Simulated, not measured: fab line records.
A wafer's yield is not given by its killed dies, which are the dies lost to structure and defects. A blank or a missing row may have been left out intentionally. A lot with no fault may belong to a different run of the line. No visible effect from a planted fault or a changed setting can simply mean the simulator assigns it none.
Struck lot and sound lot, side by side | flow nand-harc | 41 out of 1302 route steps
Sound: wafers L228.2, L228.3, L228.4. Struck: wafers L237.1, L237.4, L237.5. Last of all comes the cause.
Order at every step that has rows: each side's tool, ch and its chambers, its first start. Under that, the readings that differ: sound wafers | struck wafers | difference of the means | sigmas: that difference in standard deviations of wafers without a fault.
alike: a reading whose means differ by less than 2 such deviations, as well as words and numbers matching on both sides. not compared: withheld readings; readings where some wafer has no value; bounds like >300 that might hide an equal value; numbers whose values overlap and for which the record gives no deviation.
Wherever a step has rows on one side only, a row that says differs or no value, or a row with sigmas, the two part there. Numbers that don't overlap but have no deviation are shown without sigmas and don't part them. A reading that every wafer of one side lacks parts them only if that side has two wafers or more.

NHARC_A_M1_CD_MEAS_09 targets a cd of 120 nm.
  sound on cd-sem-03 ch 0, day 22 19:27; struck on cd-sem-01 ch 0, day 27 00:20
  reading    | sound             | struck            | difference | sigmas
  cd-nm (nm) | 120.7 121.9 121.1 | 119.5 119.6 119.0 | -1.9       | -3
NHARC_A_M1_OVL_MEAS_10: pitch 240 nm.
  sound on overlay-02, day 22 19:32; struck on overlay-02, day 27 00:26
  alike: overlay-x-nm, overlay-y-nm
NHARC_A_M1_INSPECT_11:
  sound on defect-inspect-02, day 22 19:34; struck on defect-inspect-02, day 27 00:28
  alike: raw-defect-count
NHARC_A_M1_DESCUM_14: chemistry O2, time 3 s.
  sound on rie-diel-12 ch 0,2,3, day 22 19:38; struck on rie-diel-03 ch 0,1, day 27 00:32
  reading      | sound          | struck         | difference | sigmas
  rf-vpp-V (V) | 58.7 59.2 57.4 | 56.7 57.0 56.0 | -1.9       | -2
  alike: drypump-motor-current-A, o2-flow-sccm, oes-product-au, showerhead-plenum-p-Torr, throttle-valve-pct
  not compared: rf-hours-counter-h
then, 2 steps without rows for these wafers: NHARC_A_M1_ETCH_35 (etches the open film in N2/H2, target depth 40 nm, overetch 12 nm, time 43.94 s); NHARC_A_M1_ETCH_15 (etches the open film in C4F8/Ar, target depth 182.5 nm, time 91.2 s).
NHARC_A_M1_CD_MEAS_16:
  sound on cd-sem-02, day 22 19:56; struck on cd-sem-01, day 27 00:51
  alike: cd-nm
then, 5 steps without rows for these wafers: NHARC_A_M1_STRIP_18 (strips in N2/H2); NHARC_A_M1_ETCH_28 (etches the open film in CF4/N2, target depth 30 nm, time 72.99 s); NHARC_A_M1_STRIP_19 (strips in post etch residue remover, time 600 s); NHARC_A_M1_DEGAS_29 (time 60 s); NHARC_A_M1_PRE_CLEAN_30 (time 30 s).
NHARC_A_M1_PVD_20: deposits TaN, target thk 5 nm, time 8.06 s.
  sound on pvd-sputter-02, day 22 20:46; struck on pvd-sputter-03, day 27 01:44
  alike: throttle-valve-pct
then, 4 steps without rows for these wafers: NHARC_A_M1_PVD_21 (deposits Cu, target thk 30 nm, time 20.49 s); NHARC_A_M1_ECD_22 (material Cu, target thk 400 nm); NHARC_A_M1_ANNEAL_31 (time 90 s); NHARC_A_M1_CMP_23 (polishes, t overpolish 20 s, target thk 154.34 nm).
NHARC_A_M1_THK_MEAS_24: measures by xrf.
  sound on film-metro-01, day 22 22:03; struck on film-metro-01, day 27 03:01
  alike: thk-nm
after that, 1 step had no rows for these wafers: NHARC_A_M1_SRD_25.
NHARC_A_M1_PRE_CLEAN_32: time 12 s.
  sound on pecvd-03 ch 0,1,2, day 22 22:32; struck on pecvd-02 ch 1,2, day 27 03:16
  alike: heater-power-w
then, 1 step without rows for these wafers: NHARC_A_M1_DEP_33 (deposits SiCN, target thk 30 nm).
NHARC_A_BONDPAD_DEP_00: deposits SiCN, target thk 250 nm.
  sound on pecvd-02 ch 0,1,2, day 22 23:08; struck on pecvd-01 ch 0,1, day 27 03:55
  alike: heater-power-w
then, 1 step without rows for these wafers: NHARC_A_BONDPAD_CMP_29 (polishes SiCN, target thk 200 nm).
NHARC_A_BONDPAD_THK_MEAS_30: measures by ellipsometry.
  sound on film-metro-01, day 22 23:49; struck on film-metro-01, day 27 04:32
  alike: thk-nm
then, 10 steps without rows for these wafers: NHARC_A_BONDPAD_SRD_31; NHARC_A_BONDPAD_DEHYDRATE_01 (time 120 s); NHARC_A_BONDPAD_HMDS_02 (time 30 s); NHARC_A_BONDPAD_COAT_33 (time 65 s); NHARC_A_BONDPAD_COAT_03 (resist thk 600 nm); NHARC_A_BONDPAD_SOFTBAKE_04 (time 70 s); NHARC_A_BONDPAD_EBR_05; NHARC_A_BONDPAD_EXPOSE_06 (exposes mask A BPAD); NHARC_A_BONDPAD_PEB_07 (peb time 80 s); NHARC_A_BONDPAD_DEVELOP_08 (time 50 s).
NHARC_A_BONDPAD_CD_MEAS_09 targets a cd of 500 nm.
  sound on cd-sem-03 ch 0, day 23 00:15; struck on cd-sem-01 ch 0, day 27 05:08
  alike: cd-nm
NHARC_A_BONDPAD_OVL_MEAS_35:
  sound on overlay-02, day 23 00:20; struck on overlay-02, day 27 05:13
  alike: overlay-x-nm, overlay-y-nm
then, 1 step without rows for these wafers: NHARC_A_BONDPAD_HARDBAKE_10 (time 65 s).
NHARC_A_BONDPAD_DESCUM_11: chemistry O2, time 3 s.
  sound on rie-diel-07 ch 1,2,3, day 23 00:28; struck on rie-diel-07 ch 1,3, day 27 05:21
  alike: drypump-motor-current-A, o2-flow-sccm, oes-product-au, rf-vpp-V, showerhead-plenum-p-Torr, throttle-valve-pct
  not compared: rf-hours-counter-h
then, 1 step without rows for these wafers: NHARC_A_BONDPAD_ETCH_34 (etches the open film in N2/H2, target depth 60 nm, overetch 18 nm, time 65.91 s).
NHARC_A_BONDPAD_ETCH_12: etches the open film in CHF3/O2, target depth 220 nm, time 110 s.
  sound: rie-diel-07 ch 0,1,2; struck: rie-diel-07 ch 0,1,3
  alike: bias-w, chf3-flow-sccm, drypump-motor-current-A, o2-flow-sccm, oes-product-au, rf-vpp-V, showerhead-plenum-p-Torr, throttle-valve-pct
  not compared: rf-hours-counter-h
NHARC_END_SORT_01:
  here the record holds rows for the struck wafers (prober-02 ch 0, day 28 11:34) but none for the sound ones

== WHERE THEY PART ==
First at NHARC_A_M1_CD_MEAS_09; last, within this record, at NHARC_END_SORT_01.

WHY: whatever the simulator had introduced
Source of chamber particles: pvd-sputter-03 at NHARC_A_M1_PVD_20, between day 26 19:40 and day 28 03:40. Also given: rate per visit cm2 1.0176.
